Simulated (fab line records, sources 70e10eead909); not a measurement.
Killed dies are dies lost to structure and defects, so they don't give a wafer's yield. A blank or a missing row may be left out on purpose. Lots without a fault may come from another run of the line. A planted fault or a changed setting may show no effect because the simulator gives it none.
Which tool did it? | flow nand_harc | 6 lots, 18 wafers sampled, at 4 steps of a route of 1302

WHAT THE GAUGES READ, wafer by wafer
NHARC_A_ZERO_WELL_INSPECT_17.
lot  | measured     | on                | raw_defect_count
L528 | day 7 00:35  | defect_inspect-01 | 18 14 6
L532 | day 8 08:02  | defect_inspect-02 | 16 14 10
L534 | day 9 02:15  | defect_inspect-01 | 13 18 23
L538 | day 11 00:26 | defect_inspect-01 | 10 5 4
L547 | day 14 14:22 | defect_inspect-01 | 1256 16 14
L551 | day 16 07:23 | defect_inspect-01 | 4 10 9

WHICH TOOL RAN EACH LOT (tool, then ch and the chambers of the sampled wafers, then the start)
lot  | NHARC_P_BONDPAD_PRE_CLEAN_26            | NHARC_P_BONDPAD_PVD_17                  | NHARC_A_ZERO_WELL_ETCH_13
L528 | pvd_sputter-03, day 6 21:37 or earlier  | pvd_sputter-03, day 6 21:37 or earlier  | rie_si-05 ch 0,1, day 6 23:29
L532 | pvd_sputter-01, day 8 05:01 or earlier  | pvd_sputter-01, day 8 05:01 or earlier  | rie_si-01 ch 0,2,3, day 8 06:55
L534 | pvd_sputter-01, day 8 23:16 or earlier  | pvd_sputter-01, day 8 23:16 or earlier  | rie_si-05 ch 0,1,3, day 9 01:10
L538 | pvd_sputter-03, day 10 21:26 or earlier | pvd_sputter-03, day 10 21:26 or earlier | rie_si-05 ch 0,1, day 10 23:21
L547 | pvd_sputter-01, day 14 11:05 or earlier | pvd_sputter-01, day 14 11:05 or earlier | rie_si-05 ch 0,1,2, day 14 12:57
L551 | pvd_sputter-01, day 16 04:25 or earlier | pvd_sputter-01, day 16 04:25 or earlier | rie_si-02 ch 1,2,3, day 16 06:17
- NHARC_P_BONDPAD_PRE_CLEAN_26: time 30 s.
- NHARC_P_BONDPAD_PVD_17: deposits TaN, target thk 5 nm, time 8.06 s.
- NHARC_A_ZERO_WELL_ETCH_13: etches the open film in HBr/Cl2, target depth 120 nm, time 40.1 s.

THE ANSWER, worked out from the rows above alone
Rule: what is usual is taken from the lots themselves. Put in order of their means at a reading, lots are off if they are a third of the lots or fewer, leave a main group of 4 or more, and stand apart from it by a gap of 3 or more times the standard deviation of the main group's means; of several such gaps the widest counts. A main group whose means are all the same, to the digits that the tables above print for the reading, isn't used. A lot without any number at a reading at which 4 lots or more have one is off too. The other lots that the step has rows for count as sound.
Off: L547, at NHARC_A_ZERO_WELL_INSPECT_17 (raw_defect_count). The main group: mean 12, standard deviation 4.2.
A tool fits if, at a process step before that reading, it ran every lot that is off, and no sound lot after the first of them. The gauges at NHARC_A_ZERO_WELL_INSPECT_17 are tried like those tools. NHARC_P_BONDPAD_PRE_CLEAN_26 gives no start for some lots, so the hours and the order of its lots are those of NHARC_P_BONDPAD_THK_MEAS_20. NHARC_P_BONDPAD_PVD_17 gives no start for some lots, so the hours and the order of its lots are those of NHARC_P_BONDPAD_THK_MEAS_20. One fits: rie_si-05 at NHARC_A_ZERO_WELL_ETCH_13. Its last sound lot is L538 (day 10 23:21), its first lot that is off L547 (day 14 12:57): a fault that began between those two fits.

WHAT THE SIMULATOR HAD PUT IN
Chamber particle source: rie_si-05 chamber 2, from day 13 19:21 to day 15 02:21, at NHARC_A_ZERO_WELL_ETCH_13. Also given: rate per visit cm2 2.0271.
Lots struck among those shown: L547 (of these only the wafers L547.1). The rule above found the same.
